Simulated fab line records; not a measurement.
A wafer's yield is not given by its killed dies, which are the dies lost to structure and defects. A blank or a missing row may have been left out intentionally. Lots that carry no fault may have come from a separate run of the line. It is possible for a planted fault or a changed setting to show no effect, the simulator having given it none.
Which tool did it? -- flow nandHarc -- 13 lots, 39 wafers sampled, at 5 steps of a route of 1159

## WHAT THE GAUGES SHOWED, per wafer
NHARC_END_SORT_01.
lot,measured,on,defectLimitedYield (%),killedAtArray,killedAtOther,killedAtPeriphery,killedDies,killedOpen,killedShort,sort_bin_2_pct (%),sort_bin_3_pct (%),sort_bin_4_pct (%),sortNPass,sortRimYieldPct (%),sortYieldPct (%)
L980,day 19 11:27,prober-02,95.4 95.1 95.4,28 32 30,0 0 0,3 1 1,31 33 31,3 3 1,2 3 3,1.3 1.5 0.6,0.30 0 1.18,3.0 3.4 2.8,646 644 646,98.1 98.1 99.1,95.4 95.1 95.4
L982,day 20 08:23,prober-01,96.0 96.2 96.6,19 17 13,0 2 1,8 7 9,27 26 23,3 6 5,1 2 3,0.9 1.0 0.7,0.30 0.15 0.30,2.8 2.7 2.4,650 651 654,96.2 94.3 97.2,96.0 96.2 96.6
L981,day 19 17:22,prober-02,94.5 96.5 96.2,30 21 22,0 0 1,7 3 3,37 24 26,5 2 4,2 2 2,2.1 0.9 1.5,0.15 0.15 0,3.2 2.5 2.4,640 653 651,98.1 98.1 96.2,94.5 96.5 96.2
L983,day 20 01:16,prober-02,95.3 95.7 96.3,30 26 22,0 0 0,2 3 3,32 29 25,2 5 3,1 0 1,1.0 1.2 1.0,0.30 0.59 0.44,3.4 2.5 2.2,645 648 652,98.1 95.3 100.0,95.3 95.7 96.3
L984,day 22 01:16,prober-02,94.5 93.8 94.1,37 41 38,0 0 1,0 1 1,37 42 40,2 3 1,3 1 3,2.1 2.4 1.9,0.30 0.44 0.59,3.1 3.4 3.4,640 635 637,97.2 97.2 97.2,94.5 93.8 94.1
L993,day 22 19:11,prober-01,95.4 0.3 95.1,24 29 22,1 2 1,6 644 10,31 675 33,2 4 5,3 1 1,1.5 96.2 2.4,0.15 0.44 0.15,3.0 3.1 2.4,646 2 644,98.1 0.9 96.2,95.4 0.3 95.1
L994,day 23 19:49,prober-02,96.5 96.2 0.7,21 21 25,0 0 0,3 5 647,24 26 672,5 3 3,1 1 4,1.3 1.0 96.0,0 0 0.30,2.2 2.8 3.0,653 651 5,97.2 96.2 0,96.5 96.2 0.7
L995,day 23 16:33,prober-01,95.4 0.4 95.0,28 34 34,0 0 0,3 640 0,31 674 34,4 1 5,3 5 1,2.2 95.6 1.8,0.15 0.15 0.59,2.2 3.8 2.7,646 3 643,96.2 0.9 95.3,95.4 0.4 95.0
L996,day 24 05:13,prober-02,96.3 96.2 97.6,19 21 16,0 0 0,6 5 0,25 26 16,5 2 0,1 2 0,0.9 1.3 0.7,0.15 0.15 0.15,2.7 2.4 1.5,652 651 661,97.2 98.1 100.0,96.3 96.2 97.6

## WHAT TOOL EACH LOT RAN ON (gives the tool, then ch and the chambers of the sampled wafers, and finally the start)
lot,NHARC_P_M0_PVD_21,NHARC_THIN_TSV_DEP_47,NHARC_THIN_TSV_DEGAS_49,NHARC_THIN_TSV_STRIP_56
L978,"pvdSputter-01, day 5 15:05","pecvd-02 ch 0,1, day 18 07:43","pvdSputter-03, day 18 08:39","plasmaAsher-02 ch 0,1, day 18 12:52"
L980,"pvdSputter-02, day 6 14:06","pecvd-04 ch 0,1,2, day 18 22:53","pvdSputter-01, day 18 23:41","plasmaAsher-02 ch 0,1, day 19 03:35"
L979,"pvdSputter-02, day 6 14:43","pecvd-01 ch 1,2, day 19 05:37","pvdSputter-03, day 19 06:32","plasmaAsher-02 ch 1, day 19 10:14"
L982,"pvdSputter-01, day 6 16:33","pecvd-02 ch 0,1,2, day 19 12:22","pvdSputter-01, day 19 13:18","plasmaAsher-01 ch 0,1, day 19 17:10"
L981,"pvdSputter-01, day 6 20:06","pecvd-04 ch 1,2, day 19 04:27","pvdSputter-02, day 19 05:17","plasmaAsher-01 ch 0,1, day 19 09:07"
L983,"pvdSputter-01, day 7 04:29","pecvd-04 ch 0,1,2, day 19 13:33","pvdSputter-01, day 19 14:29","plasmaAsher-02 ch 0,1, day 19 18:22"
L984,"pvdSputter-03, day 7 10:03","pecvd-01 ch 0,2, day 21 11:00","pvdSputter-02, day 21 11:55","plasmaAsher-02 ch 0,1, day 21 15:49"
L993,"pvdSputter-01, day 9 21:54","pecvd-04 ch 1, day 22 06:08","pvdSputter-02, day 22 07:03","plasmaAsher-01 ch 0, day 22 10:50"
L994,"pvdSputter-01, day 9 22:32","pecvd-01 ch 0,1, day 23 06:16","pvdSputter-01, day 23 07:12","plasmaAsher-01 ch 0,1, day 23 11:32"
L995,"pvdSputter-01, day 10 01:44","pecvd-01 ch 0,1, day 22 20:06","pvdSputter-02, day 22 20:53","plasmaAsher-02 ch 0,1, day 23 01:19"
L996,"pvdSputter-03, day 10 13:13","pecvd-04 ch 0,1,2, day 23 14:10","pvdSputter-02, day 23 15:11","plasmaAsher-01 ch 0,1, day 23 19:02"
L999,"pvdSputter-03, day 11 00:40","pecvd-04 ch 0,2, day 23 22:22","pvdSputter-01, day 23 23:17","plasmaAsher-01 ch 0,1, day 24 03:36"
L998,"pvdSputter-02, day 11 01:11","pecvd-01 ch 0,1, day 23 21:17","pvdSputter-01, day 23 22:10","plasmaAsher-01 ch 0,1, day 24 02:04"
- NHARC_P_M0_PVD_21: deposits Cu, target thk 30 nm, time 20.49 s.
- NHARC_THIN_TSV_DEP_47: deposits SiO2, target thk 200 nm.
- NHARC_THIN_TSV_DEGAS_49: time 120 s.
- NHARC_THIN_TSV_STRIP_56: strips in O2.

## AS READ BY THE TOOLS THEMSELVES (means over the sampled wafers that have a number; for cases with no such wafer, the mark the record gives instead)
NHARC_P_M0_PVD_21.
lot,tool,throttleValvePct (%)
L978,pvdSputter-01,30.0
L980,pvdSputter-02,29.6
L979,pvdSputter-02,30.1
L982,pvdSputter-01,30.1
L981,pvdSputter-01,30.3
L983,pvdSputter-01,29.9
L984,pvdSputter-03,30.4
L993,pvdSputter-01,30.2
L994,pvdSputter-01,30.1
L995,pvdSputter-01,30.1
L996,pvdSputter-03,30.3
L999,pvdSputter-03,30.0
L998,pvdSputter-02,29.2

NHARC_THIN_TSV_DEP_47.
lot,tool,rfFwdPowerW (W),throttleValvePct (%)
L978,pecvd-02,898.3,15.8
L980,pecvd-04,899.1,16.0
L979,pecvd-01,900.6,15.9
L982,pecvd-02,898.2,16.0
L981,pecvd-04,899.4,15.8
L983,pecvd-04,900.3,15.9
L984,pecvd-01,896.5,16.5
L993,pecvd-04,900.1,16.1
L994,pecvd-01,897.5,16.8
L995,pecvd-01,896.5,16.6
L996,pecvd-04,897.6,16.2
L999,pecvd-04,898.0,16.1
L998,pecvd-01,899.7,16.9

NHARC_THIN_TSV_DEGAS_49.
lot,tool,heaterPowerW (W)
L978,pvdSputter-03,515
L980,pvdSputter-01,467
L979,pvdSputter-03,524
L982,pvdSputter-01,446
L981,pvdSputter-02,455
L983,pvdSputter-01,453
L984,pvdSputter-02,459
L993,pvdSputter-02,456
L994,pvdSputter-01,448
L995,pvdSputter-02,460
L996,pvdSputter-02,447
L999,pvdSputter-01,445
L998,pvdSputter-01,439

NHARC_THIN_TSV_STRIP_56.
lot,tool,drypumpMotorCurrentA (A),heaterPowerW (W)
L978,plasmaAsher-02,5.87,296
L980,plasmaAsher-02,5.86,288
L979,plasmaAsher-02,5.67,304
L982,plasmaAsher-01,5.51,321
L981,plasmaAsher-01,5.37,316
L983,plasmaAsher-02,5.86,290
L984,plasmaAsher-02,5.77,295
L993,plasmaAsher-01,5.19,306
L994,plasmaAsher-01,5.40,314
L995,plasmaAsher-02,5.83,292
L996,plasmaAsher-01,5.35,316
L999,plasmaAsher-01,5.53,314
L998,plasmaAsher-01,5.35,309

## THE ANSWER, worked out from the rows above alone
Rule: the usual values come from the lots themselves. The widest of any qualifying gaps counts: lots, ordered by their means at a reading, are off when they make up no more than a third of the lots, leave a main group of 4 or more, and stand apart from it by 3 or more times the standard deviation of that group's means. A main group whose means are all the same, to the digits that the tables above print for the reading, isn't used. A lot without any number at a reading at which 4 lots or more have one is off too. The other lots that the step has rows for count as sound. After the gauges, taken in route order, come the tools' own readings; for these a lot's mean is taken, as printed above. At the first step where some lot is off, the reading lying furthest off is the one used; lots without a number count as furthest.
Off, at NHARC_END_SORT_01 on killedAtPeriphery: L993, L994, L995. Main group: mean 3.5, sd 2.3. Neither off nor sound, because the step has no rows for them: L978, L979, L999, L998.
If a tool, at a process step before that reading, ran all the lots that are off and no sound lot after the first of them, it fits. Gauges at NHARC_END_SORT_01: tried the same way as those tools. One candidate fits, namely pvdSputter-01 at NHARC_P_M0_PVD_21. A fault onset in the window from L983 (day 7 04:29, its last sound lot) to L993 (day 9 21:54, its first lot off) fits.

## WHAT THE SIMULATOR HAD INSERTED
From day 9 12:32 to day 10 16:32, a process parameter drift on pvdSputter-01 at NHARC_P_M0_PVD_21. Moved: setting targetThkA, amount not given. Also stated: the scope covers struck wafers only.
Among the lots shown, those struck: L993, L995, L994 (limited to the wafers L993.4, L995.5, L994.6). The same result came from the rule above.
